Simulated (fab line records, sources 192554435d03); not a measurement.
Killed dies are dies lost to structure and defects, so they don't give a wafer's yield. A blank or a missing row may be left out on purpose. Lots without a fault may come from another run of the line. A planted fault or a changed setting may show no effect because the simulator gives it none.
fab line records | flow n5_finfet
record lots=7 wafers=20 last_day=18
route steps=1938 shown BEOL_M11@1591 BEOL_M12@1639 BEOL_M15@1830 PASSIVATION@1936
lots that met no fault: from a run of the same line without faults
start_h: hours from the record's first day to the start of the lot's first wafer shown | wait_h: hours since the lot's step before | " the same as in the row above | L1.1+2: a row that stands for several wafers | - no value, or no start given | * or withheld: withheld | < > ~ a bound
route shown NAME@n: a module of which the file shows steps, and the number in the route of the first | usual: mean/standard deviation of fault-free wafers | same: alike in all rows | chamber/n: place in a boat | sites: the reading at each site | _std_site: their standard deviation | _edge_site: outer sites' mean less inner sites' | radius_mm: how far each site lies from the wafer's centre | mask NAME#n: copy n | behind: the tool/chamber that last shaped the wafer | hold: why the lot was held/for how many hours/how that ended | device: the transistor (n, p or np) that didn't switch | end of line: the same wafers' tests at the end of the route | a step without rows: its recipe alone | killed: dies lost to structure and defects at the first sort, not the wafer's yield | map: a wafer's dies, x killed, . not, _ none there
set.NAME: the setting as run; set.NAME@STEP: as run at that earlier step | model.NAME: the simulator's own value behind a step, which no gauge read
steps of the route over a sample of lots; a table a step, a row a wafer
services: from which hour (start_h, from the record's first day; less than 0 if before it) a tool's chamber was out of use, for how many hours, and why
## steps
# step N5_BEOL_M11_SURFACE_TREAT_76
# recipe gas=Ar time_s=* ion_energy_ev=* ion_current_ma_cm2=0.5 pressure_mtorr=* ar_flow_sccm=30
# usual throttle_valve_pct=*
# columns lot.wafer tool chamber start_h wait_h throttle_valve_pct
L619.3 pvd_sputter-01 - 271.43 0.2 *
L619.4 " - " " *
L619.6 " - " " *
L624.4 pvd_sputter-01 - 283.61 0.2 *
L624.5 " - " " *
L630.2 pvd_sputter-01 - 318.63 0.2 *
L630.3 " - " " *
L630.6 " - " " *
L634.1 pvd_sputter-03 - 350.18 0.3 *
L634.2 " - " " *
L634.6 " - " " *
L636.2 pvd_sputter-01 - 360.96 0.2 *
L636.4 " - " " *
L636.6 " - " " *
L640.1 pvd_sputter-02 - 391.19 0.5 *
L640.3 " - " " *
L640.5 " - " " *
L641.2 pvd_sputter-02 - 391.31 0.2 *
L641.3 " - " " *
L641.6 " - " " *
# step N5_BEOL_M12_TRENCH_ETCH_34
# recipe chemistry=C4F8/O2/Ar target=SiOC target_depth_a=3189.5 mask_material=SOC pressure_mtorr=30 source_w=3000 bias_w=700 Ar_flow_sccm=400 C4F8_flow_sccm=15 O2_flow_sccm=8 he_inner_torr=15 he_outer_torr=30 time_s=125.5 ion_energy_ev=250
# usual C4F8_flow_sccm=15.00/0.047 drypump_motor_current_A=5.7/0.44 oes_product_au=0.82/0.071 rf_vpp_V=665/3.1 showerhead_plenum_p_Torr=3.39/0.11 throttle_valve_pct=24.17/0.28
# columns lot.wafer tool chamber start_h wait_h C4F8_flow_sccm drypump_motor_current_A oes_product_au rf_hours_counter_h rf_vpp_V showerhead_plenum_p_Torr throttle_valve_pct
L619.3 rie_diel-03 0 274.82 0.0 15.00 5.2 0.70 218 661 3.26 24.21
L619.4 " 3 " " 14.92 5.8 0.76 128 668 3.44 24.42
L619.6 " 1 " " 15.00 5.9 0.87 - 669 3.45 23.64
L624.4 rie_diel-03 0 287.73 0.0 15.06 5.2 0.69 223 662 3.26 24.22
L624.5 " 0 " " 14.99 5.2 0.69 - 661 3.26 24.22
L630.2 rie_diel-03 2 322.29 0.0 15.04 5.8 0.78 31 672 3.65 24.37
L630.3 " 0 " " 15.01 5.2 0.68 236 661 3.25 24.22
L630.6 " 3 " " 14.99 5.8 0.75 - 667 3.43 24.46
L634.1 rie_diel-03 0 353.56 0.0 14.97 5.2 0.67 248 660 3.25 24.24
L634.2 " 1 " " 14.90 5.9 0.73 76 666 3.43 23.63
L634.6 " 1 " " 15.05 5.9 0.83 - 667 3.43 23.66
L636.2 rie_diel-01 0 365.42 0.0 15.01 4.8 0.86 37 664 3.37 24.50
L636.4 " 3 " " 14.98 6.1 0.76 141 661 3.29 23.86
L636.6 " 2 " " 15.05 5.8 0.80 - 664 3.31 24.32
L640.1 rie_diel-06 3 394.26 0.0 15.01 6.0 0.85 52 666 3.33 24.22
L640.3 " 2 " " 14.95 4.9 0.81 123 667 3.42 24.43
L640.5 " 3 " " 15.06 6.0 0.85 - 664 3.33 24.22
L641.2 rie_diel-01 3 394.90 0.0 15.04 6.1 0.77 145 660 3.29 23.86
L641.3 " 0 " " 14.97 4.9 0.85 42 662 3.37 24.51
L641.6 " 1 " " 15.02 6.3 0.82 - 663 3.32 24.12
# step N5_BEOL_M12_OCD_MEAS_35
# usual trench_depth_nm=319/3.1
# columns lot.wafer tool chamber start_h wait_h trench_depth_nm
L619.3 ocd-01 - 274.98 0.0 314
L619.4 " - " " 319
L619.6 " - " " 319
L624.4 ocd-02 - 287.89 0.0 318
L624.5 " - " " 314
L630.2 ocd-01 - 322.44 0.0 255
L630.3 " - " " 317
L630.6 " - " " 318
L634.1 ocd-01 - 353.71 0.0 313
L634.2 " - " " 256
L634.6 " - " " 318
L636.2 ocd-01 - 365.58 0.0 316
L636.4 " - " " 315
L636.6 " - " " 318
L640.1 ocd-02 - 394.41 0.0 325
L640.3 " - " " 322
L640.5 " - " " 322
L641.2 ocd-01 - 395.05 0.0 319
L641.3 " - " " 316
L641.6 " - " " 314
# step N5_BEOL_M12_ETCH_38
# recipe chemistry=CF4/N2 target=SiCN target_depth_a=687 taper_deg=2 time_s=73.4 ion_energy_ev=150 mask_material=SiO2 pressure_mtorr=40 source_w=430 bias_w=70 Ar_flow_sccm=100 cf4_flow_sccm=60 n2_flow_sccm=60
# usual drypump_motor_current_A=5.7/0.43 oes_product_au=0.82/0.075 rf_vpp_V=381.4/1.6 showerhead_plenum_p_Torr=2.17/0.057 throttle_valve_pct=15.38/0.18
# columns lot.wafer tool chamber start_h wait_h drypump_motor_current_A oes_product_au rf_hours_counter_h rf_vpp_V showerhead_plenum_p_Torr throttle_valve_pct
L619.3 rie_diel-06 2 275.95 - 4.9 0.86 76 382.7 2.22 15.56
L619.4 " 1 " " 5.7 0.68 248 382.4 2.17 15.71
L619.6 " 2 " " 4.9 0.87 - 383.1 2.22 15.55
L624.4 rie_diel-01 2 296.03 - 5.8 0.80 70 381.2 2.14 15.44
L624.5 " 0 " " 4.8 0.93 - 381.0 2.18 15.51
L630.2 rie_diel-01 0 325.78 - 4.8 0.91 22 380.4 2.18 15.53
L630.3 " 3 " " 6.1 0.78 125 380.8 2.13 15.11
L630.6 " 3 " " 6.1 0.78 - 381.2 2.13 15.13
L634.1 rie_diel-06 0 355.86 - 5.8 0.73 182 380.2 2.11 15.32
L634.2 " 3 " " 6.0 0.88 37 380.6 2.16 15.40
L634.6 " 2 " " 4.9 0.82 - 381.6 2.21 15.62
L636.2 rie_diel-06 1 370.19 - 5.7 0.89 31 381.7 2.16 15.29
L636.4 " 2 " " 4.9 0.83 115 384.0 2.21 15.64
L636.6 " 3 " " 6.0 0.87 - 381.8 2.15 15.41
L640.1 rie_diel-01 2 395.42 - 5.8 0.78 101 381.7 2.13 15.51
L640.3 " 1 " " 6.3 0.82 71 382.0 2.13 15.28
L640.5 " 2 " " 5.8 0.77 - 380.9 2.13 15.52
L641.2 rie_diel-06 3 399.08 - 6.0 0.87 54 379.8 2.15 15.42
L641.3 " 2 " " 4.9 0.82 125 381.5 2.21 15.65
L641.6 " 0 " " 5.7 0.73 - 380.3 2.10 15.34
# step N5_BEOL_M12_THK_MEAS_50
# recipe thk_meas_gauge=xrf reads=Cu_of_BEOL_M12_ECD_47
# usual M12_THK=316/4
# columns lot.wafer tool chamber start_h wait_h M12_THK[nm]
L619.3 film_metro-02 - 277.82 - 313
L619.4 " - " " 317
L619.6 " - " " 315
L624.4 film_metro-02 - 298.06 - 320
L624.5 " - " " 315
L630.2 film_metro-01 - 327.32 - 253
L630.3 " - " " 314
L630.6 " - " " 317
L634.1 film_metro-02 - 357.32 - 311
L634.2 " - " " 253
L634.6 " - " " 315
L636.2 film_metro-01 - 371.73 - 307
L636.4 " - " " 309
L636.6 " - " " 309
L640.1 film_metro-02 - 397.24 - 323
L640.3 " - " " 321
L640.5 " - " " 322
L641.2 film_metro-01 - 401.57 - 321
L641.3 " - " " 320
L641.6 " - " " 314
# step N5_BEOL_M12_RS_MEAS_54
# recipe thk_meas_gauge=four-point-probe reads=Cu_of_BEOL_M12_ECD_47+Ta_of_BEOL_M12_SPUTTER_44+TaN_of_BEOL_M12_SPUTTER_43
# usual M12_RS=0.0601/0.00069
# columns lot.wafer tool chamber start_h wait_h M12_RS[ohm/sq]
L619.3 film_metro-01 - 277.95 0.0 0.0607
L619.4 " - " " 0.0599
L619.6 " - " " 0.0603
L624.4 film_metro-01 - 298.19 0.0 0.0601
L624.5 " - " " 0.0606
L630.2 film_metro-02 - 327.44 0.0 0.0761
L630.3 " - " " 0.0607
L630.6 " - " " 0.0601
L634.1 film_metro-02 - 357.44 0.0 0.0614
L634.2 " - " " 0.0763
L634.6 " - " " 0.0605
L636.2 film_metro-01 - 371.86 0.0 0.0608
L636.4 " - " " 0.0604
L636.6 " - " " 0.0602
L640.1 film_metro-02 - 397.36 0.0 0.0583
L640.3 " - " " 0.0590
L640.5 " - " " 0.0588
L641.2 film_metro-01 - 401.72 0.1 0.0595
L641.3 " - " " 0.0597
L641.6 " - " " 0.0607
# step N5_BEOL_M12_INSPECT_55
# recipe inspect_instrument=darkfield mode=post_dep
# usual raw_defect_count=70/25
# columns lot.wafer tool chamber start_h wait_h raw_defect_count
L619.3 defect_inspect-01 - 277.97 0.0 75
L619.4 " - " " 77
L619.6 " - " " 72
L624.4 defect_inspect-01 - 298.21 0.0 50
L624.5 " - " " 42
L630.2 defect_inspect-01 - 327.47 0.0 167
L630.3 " - " " 89
L630.6 " - " " 121
L634.1 defect_inspect-01 - 357.47 0.0 85
L634.2 " - " " 50
L634.6 " - " " 77
L636.2 defect_inspect-01 - 371.88 0.0 51
L636.4 " - " " 58
L636.6 " - " " 51
L640.1 defect_inspect-01 - 397.39 0.0 100
L640.3 " - " " 56
L640.5 " - " " 95
L641.2 defect_inspect-01 - 401.75 0.0 43
L641.3 " - " " 80
L641.6 " - " " 50
# step N5_BEOL_M15_RC_MEAS_101
# usual COMB_M10=1.6e-11/3.6e-12 COMB_M11=1.5e-11/3e-12 COMB_M13=4.7e-12/1.1e-12 COMB_M14=3.5e-12/9.9e-13 COMB_M15=2.5e-12/7.4e-13 COMB_M5=3.7e-11/7e-12 COMB_M5_max_site=5.3e-11/1.1e-11 COMB_M6=2.5e-11/5e-12 COMB_M7=2.6e-11/5.2e-12 COMB_M8=2.6e-11/5.4e-12 COMB_M9=1.5e-11/3.3e-12 SERP_M10=3.07/0.076 SERP_M11=3.10/0.095 SERP_M12=0.634/0.015 SERP_M12_max_site=0.647/0.015 SERP_M13=0.308/0.0064 SERP_M14=0.160/0.0046 SERP_M5=39.4/1.9 SERP_M6=13.7/0.54 SERP_M7=13.8/0.58 SERP_M7_max_site=14.4/0.6 SERP_M8=13.8/0.5 SERP_M9=3.10/0.099
# columns lot.wafer tool chamber start_h wait_h COMB_M10[S/m] COMB_M11[S/m] COMB_M13[S/m] COMB_M14[S/m] COMB_M15[S/m] COMB_M5[S/m] COMB_M5_max_site[S/m] COMB_M6[S/m] COMB_M7[S/m] COMB_M8[S/m] COMB_M9[S/m] SERP_M10[ohm/um] SERP_M11[ohm/um] SERP_M12[ohm/um] SERP_M12_max_site[ohm/um] SERP_M13[ohm/um] SERP_M14[ohm/um] SERP_M5[ohm/um] SERP_M6[ohm/um] SERP_M7[ohm/um] SERP_M7_max_site[ohm/um] SERP_M8[ohm/um] SERP_M9[ohm/um]
L619.3 prober-02 0 303.65 0.3 1.5e-11 1.9e-11 5.7e-12 3.2e-12 2.3e-12 3.2e-11 4.4e-11 1.8e-11 1.8e-11 2.9e-11 2.2e-11 3.04 3.17 0.650 0.666 0.313 0.164 42.8 13.0 13.4 13.6 13.9 3.07
L619.4 " 0 " " 1.5e-11 1e-11 5.8e-12 2.2e-12 2.1e-12 4e-11 6.3e-11 2.9e-11 2.1e-11 2.5e-11 1.9e-11 3.03 3.07 0.642 0.649 0.308 0.165 40.3 13.9 13.3 13.6 12.8 3.03
L619.6 " 0 " " 1.4e-11 1.2e-11 6.1e-12 2.6e-12 2e-12 3.2e-11 4.2e-11 2.7e-11 2e-11 2.6e-11 1.7e-11 3.17 3.10 0.642 0.655 0.309 0.157 39.2 13.8 14.7 15.2 14.0 3.01
L624.4 prober-02 0 330.31 0.5 1.6e-11 1.6e-11 3e-12 2e-12 1.5e-12 3.9e-11 5.8e-11 2.8e-11 2.6e-11 2.6e-11 1.9e-11 2.94 3.24 0.640 0.655 0.296 0.160 39.3 13.4 13.9 14.6 13.5 3.08
L624.5 " 0 " " 2.1e-11 1.3e-11 2.7e-12 3e-12 1.5e-12 3.4e-11 4.9e-11 1.8e-11 2e-11 2.8e-11 1.3e-11 3.08 3.01 0.639 0.643 0.298 0.162 42.7 12.9 14.2 14.4 13.3 3.07
L630.2 prober-01 0 352.25 0.2 2e-11 1.6e-11 4.3e-12 3.9e-12 4.3e-12 3.2e-11 4.8e-11 2.5e-11 2.9e-11 3.6e-11 1.9e-11 3.17 3.35 0.814 0.822 0.308 0.161 40.6 13.5 13.9 14.4 14.0 3.06
L630.3 " 0 " " 1.2e-11 1.2e-11 4.4e-12 3.8e-12 3.1e-12 3.6e-11 5.5e-11 3e-11 2.1e-11 3.4e-11 2.6e-11 3.09 3.16 0.655 0.658 0.311 0.162 37.3 14.3 13.0 13.6 13.6 3.36
L630.6 " 0 " " 1.5e-11 1.7e-11 5.4e-12 3.4e-12 3.4e-12 2.8e-11 3.8e-11 2.8e-11 2.7e-11 3.6e-11 2e-11 3.02 3.26 0.643 0.654 0.310 0.163 38.6 14.3 14.1 14.5 15.0 3.04
L634.1 prober-02 0 381.14 0.0 1.4e-11 1.6e-11 5.1e-12 2.7e-12 2e-12 3.1e-11 4.3e-11 1.9e-11 2.4e-11 1.8e-11 1.8e-11 3.14 3.16 0.659 0.678 0.321 0.157 38.2 13.6 13.4 13.7 13.6 2.96
L634.2 " 0 " " 2e-11 1.4e-11 4.8e-12 3.6e-12 2.2e-12 4.1e-11 5.5e-11 1.8e-11 2.3e-11 3.5e-11 1.9e-11 3.08 3.21 0.809 0.819 0.306 0.153 40.0 14.5 13.7 14.6 14.2 3.20
L634.6 " 0 " " 2.2e-11 1.6e-11 4.3e-12 3.6e-12 2e-12 5.3e-11 5.8e-11 1.8e-11 2.3e-11 2.4e-11 1.3e-11 3.12 3.11 0.634 0.648 0.308 0.155 38.8 14.8 13.4 13.9 14.1 3.01
L636.2 prober-02 0 393.48 0.2 1.2e-11 9e-12 3.2e-12 1.3e-12 1.8e-12 3.3e-11 4.6e-11 2.7e-11 2.3e-11 2.8e-11 1.3e-11 3.18 3.19 0.647 0.657 0.310 0.171 37.2 13.8 13.0 13.7 12.6 3.13
L636.4 " 0 " " 1.3e-11 1.1e-11 4.6e-12 2.2e-12 1.9e-12 3.6e-11 4.5e-11 2.6e-11 2e-11 3.2e-11 1.4e-11 3.19 3.22 0.668 0.679 0.306 0.156 40.6 13.3 13.1 13.7 13.3 3.13
L636.6 " 0 " " 1.6e-11 1.3e-11 4.6e-12 2e-12 2.6e-12 3.1e-11 3.9e-11 1.9e-11 2.2e-11 2.7e-11 2e-11 3.19 3.19 0.649 0.665 0.310 0.168 43.2 13.2 13.6 14.4 13.6 3.10
L640.1 prober-02 0 420.95 0.0 1.1e-11 1.9e-11 4.3e-12 3.9e-12 3.7e-12 3.7e-11 5e-11 2.5e-11 2.1e-11 2.7e-11 1.1e-11 3.02 2.98 0.606 0.640 0.306 0.163 47.3 13.4 14.5 14.7 14.0 3.14
L640.3 " 0 " " 1.4e-11 2e-11 4.4e-12 3.1e-12 2.8e-12 3.1e-11 4.2e-11 2e-11 2.7e-11 2.4e-11 1.3e-11 3.03 2.98 0.619 0.628 0.313 0.162 40.4 15.3 14.0 15.2 13.8 3.15
L640.5 " 0 " " 1.6e-11 1.7e-11 4.8e-12 3.2e-12 2.9e-12 3.4e-11 6.5e-11 2.2e-11 2.4e-11 2.5e-11 1.1e-11 3.09 3.27 0.612 0.634 0.308 0.162 40.9 14.5 14.2 14.6 14.5 3.15
L641.2 prober-02 0 422.04 0.7 1.3e-11 2.4e-11 4.4e-12 3.5e-12 3.8e-12 3.1e-11 4e-11 3.1e-11 2.4e-11 3.4e-11 2.1e-11 3.22 3.10 0.631 0.644 0.307 0.159 36.5 13.3 14.0 14.6 14.0 3.00
L641.3 " 0 " " 1.5e-11 1.3e-11 4.1e-12 4e-12 1.7e-12 2.8e-11 4.7e-11 2.7e-11 2.8e-11 2.8e-11 1.1e-11 3.23 3.01 0.638 0.656 0.296 0.159 38.2 14.6 14.6 15.4 13.9 3.35
L641.6 " 0 " " 1.9e-11 1.8e-11 5.7e-12 3e-12 1.5e-12 4.3e-11 5.3e-11 2.9e-11 2.9e-11 2.8e-11 1.6e-11 3.12 3.00 0.652 0.663 0.308 0.154 41.4 13.3 14.4 14.9 14.2 3.00
# sites SERP_M12 radius_mm=0,75,75,75,75,140,140,140,140
L619.3 0.650 0.659 0.652 0.655 0.666 0.632 0.643 0.635 0.640
L624.4 0.640 0.650 0.638 0.644 0.639 0.641 0.640 0.655 0.636
L630.2 0.785 0.822 0.795 0.793 0.820 0.814 0.819 0.820 0.813
L634.1 0.665 0.656 0.678 0.659 0.672 0.657 0.653 0.663 0.652
L636.2 0.643 0.647 0.651 0.644 0.651 0.653 0.646 0.647 0.657
L640.1 0.603 0.600 0.593 0.606 0.603 0.631 0.632 0.619 0.640
L641.2 0.639 0.633 0.631 0.635 0.628 0.631 0.644 0.621 0.620
# step N5_PASSIVATION_PROBE_49
# usual defect_limited_yield=91.2/1.6 killed_at_M0_to_M3=35/11 killed_at_M4_up=14/5.4 killed_at_contacts=13/6 killed_at_front_end=38/11 killed_at_other=3.4/2.6 killed_dies=104/19 killed_open=68/13 killed_short=34/8.5 sort_bin_5_function=5.1/1 sort_bin_6_memory=3.3/0.72 sort_bin_8_speed=0.1/0.9 sort_n_pass=1075/22 sort_yield_pct=91.1/1.9
# same gross_dies=1180 killed_at_back_side=0 sort_bin_4_leakage[%]=0
# columns lot.wafer tool chamber start_h wait_h defect_limited_yield[%] killed_at_M0_to_M3 killed_at_M4_up killed_at_contacts killed_at_front_end killed_at_other killed_dies killed_open killed_short sort_bin_5_function[%] sort_bin_6_memory[%] sort_bin_8_speed[%] sort_n_pass sort_yield_pct[%]
L634.1 prober-01 - 396.43 0.0 87.9 40 13 21 67 2 143 89 51 7.0 4.6 0 1037 87.9
L634.2 prober-01 - 396.48 0.1 90.1 44 17 4 51 1 117 81 35 5.9 3.6 0 1063 90.1
L634.6 prober-01 - 396.68 0.3 88.1 36 23 24 56 1 140 100 38 7.6 3.6 0 1040 88.1
# killed by level:class
L634.1 FIN_SAQP:geometric_particle:open=19 BEOL_M0_SAQP:geometric_particle:open=15 FIN_SAQP:geometric_particle:short=14 MOL_CONTACT_COAG:geometric_particle:open=13 GATE_CUT:geometric_particle:short=9 MOL_CONTACT_COAG:geometric_particle:short=8 BEOL_M4:geometric_particle:open=7 BEOL_M3:geometric_particle:open=7
L634.2 FIN_SAQP:geometric_particle:open=18 BEOL_M2:geometric_particle:open=15 STI_FIN_REVEAL:geometric_particle:open=9 FIN_SAQP:geometric_particle:short=7 BEOL_M0_SAQP:geometric_particle:open=7 BEOL_M0_SAQP:geometric_particle:short=6 BEOL_M4:geometric_particle:open=5 BEOL_M0:geometric_particle:short=5
L634.6 MOL_CONTACT_COAG:geometric_particle:open=20 FIN_SAQP:geometric_particle:open=19 BEOL_M4:geometric_particle:open=17 FIN_SAQP:geometric_particle:short=12 BEOL_M0_SAQP:geometric_particle:short=9 BEOL_M0_SAQP:geometric_particle:open=9 GATE_CUT:geometric_particle:open=8 BEOL_M1:geometric_particle:open=8
## services
# columns tool chamber start_h hours kind
rie_diel-06 1 282.21 - clean
rie_diel-06 1 282.21 - consumable_replace:focus_ring
rie_diel-06 1 282.21 13.8 scheduled_down
rie_diel-06 1 282.21 13.8 vent_cycle
rie_diel-01 2 306.55 1.8 repair
rie_diel-01 - 317.64 2.8 pm
pvd_sputter-01 - 352.83 2.6 repair
rie_diel-03 0 361.23 - clean
rie_diel-03 0 361.23 - consumable_replace:focus_ring
rie_diel-03 0 361.23 - consumable_replace:showerhead
rie_diel-03 0 361.23 14.1 scheduled_down
rie_diel-03 0 361.23 14.1 vent_cycle
## key
first_sign step=N5_BEOL_M12_OCD_MEAS_35 reading=trench_depth_nm direction=down sigmas=21 usual=319 struck=256
effect step=N5_BEOL_M12_THK_MEAS_50 reading=M12_THK direction=down sigmas=16 usual=316 struck=253
effect step=N5_BEOL_M12_RS_MEAS_54 reading=M12_RS direction=up sigmas=24 usual=0.0601 struck=0.0762
effect step=N5_BEOL_M15_RC_MEAS_101 reading=SERP_M12 direction=up sigmas=12 usual=0.634 struck=0.812
met_at N5_BEOL_M12_TRENCH_ETCH_34
struck_lots L630,L634
struck_wafers L630.2,L634.2
not_acting_at N5_BEOL_M11_SURFACE_TREAT_76,N5_BEOL_M12_ETCH_38,N5_BEOL_M12_INSPECT_55
onset_between 287.73 322.29
fault kind=process_parameter_drift tool=rie_diel-03 chamber=- onset_h=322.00 steps=N5_BEOL_M12_TRENCH_ETCH_34 channel=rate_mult offset=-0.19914 shape=step end_h=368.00 scope=struck_wafers_only
